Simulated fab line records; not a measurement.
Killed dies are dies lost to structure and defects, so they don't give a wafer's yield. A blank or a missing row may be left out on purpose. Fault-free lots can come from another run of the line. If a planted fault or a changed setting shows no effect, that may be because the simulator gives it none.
Matching of chambers	flow n5_finfet	N5_HKMG_FIN_ALD_74 on ald_hk-03: 4 sister chambers
The step deposits La2O3, target thk 0.5 nm, pulse time 6 s, co reactant pulse time 1 s. 33 wafers are shown with their chamber, then 12 later ones without.

EACH WAFER AND ITS CHAMBER
wafer	chamber	heater_power_w (W)	precursor_pulse_height_rel
L074.1	3	314	1.005
L074.3	0	414	1.019
L074.5	1	370	1.024
L080.2	2	419	1.028
L080.3	0	409	0.998
L080.6	0	410	1.017
L084.1	2	402	1.024
L084.2	3	321	0.996
L084.3	0	412	1.012
L084.4	1	376	0.978
L084.5	3	325	0.951
L084.6	2	411	1.003
L085.1	1	365	0.967
L085.4	3	314	1.000
L085.6	0	417	1.039
L086.1	3	325	0.970
L086.4	0	404	0.989
L086.5	0	412	1.017
L089.1	1	377	1.021
L089.3	2	404	1.003
L089.6	1	372	1.023
L090.1	0	403	0.995
L090.4	2	400	0.998
L090.6	3	326	0.984
L091.1	0	415	1.022
L091.2	2	399	1.012
L091.3	1	374	0.976
L091.4	3	318	1.001
L091.5	0	407	0.978
L091.6	1	365	0.994
L092.1	3	316	0.983
L092.2	1	368	1.021
L092.4	0	401	0.962

SIGNATURES, as means of the wafers listed above
reading	chamber 0	chamber 1	chamber 2	chamber 3	scatter within a chamber
heater_power_w	409.45	370.88	405.83	319.88	5.57
precursor_pulse_height_rel	1.00436	1.00050	1.01133	0.98625	0.0206
Rule: a wafer's distance from a chamber is the root of the sum, over the readings, of the square of ((its reading less the chamber's mean) divided by the reading's scatter). If the next closest chamber is less than 2 further off than the closest, the wafer can't be placed; otherwise it belongs to the closest. The scatter: the root of (the sum of the squares of (reading less its chamber's mean) over the shown wafers, divided by (wafers less chambers)).

WAFERS WHOSE CHAMBER IS MISSING
wafer	heater_power_w (W)	precursor_pulse_height_rel
L093.1	411	0.998
L093.4	357	1.005
L093.5	409	1.002
L095.1	401	1.008
L095.3	399	1.003
L095.6	375	0.980
L097.1	408	1.017
L097.2	314	0.998
L097.3	403	0.998
L097.4	376	1.020
L097.5	397	0.983
L097.6	308	1.036

EACH ONE'S CHAMBER
wafer	from the rows above	in truth
L093.1	can't be placed: 0 or 2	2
L093.4	1	1
L093.5	can't be placed: 0 or 2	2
L095.1	can't be placed: 2 or 0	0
L095.3	can't be placed: 2 or 0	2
L095.6	1	1
L097.1	can't be placed: 2 or 0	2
L097.2	3	3
L097.3	can't be placed: 2 or 0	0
L097.4	1	1
L097.5	can't be placed: 2 or 0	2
L097.6	3	3
Correctly placed: 5 of 12. From these rows, 7 cannot be placed; in 7 the true chamber is one of the candidates. 0 placed wrongly.
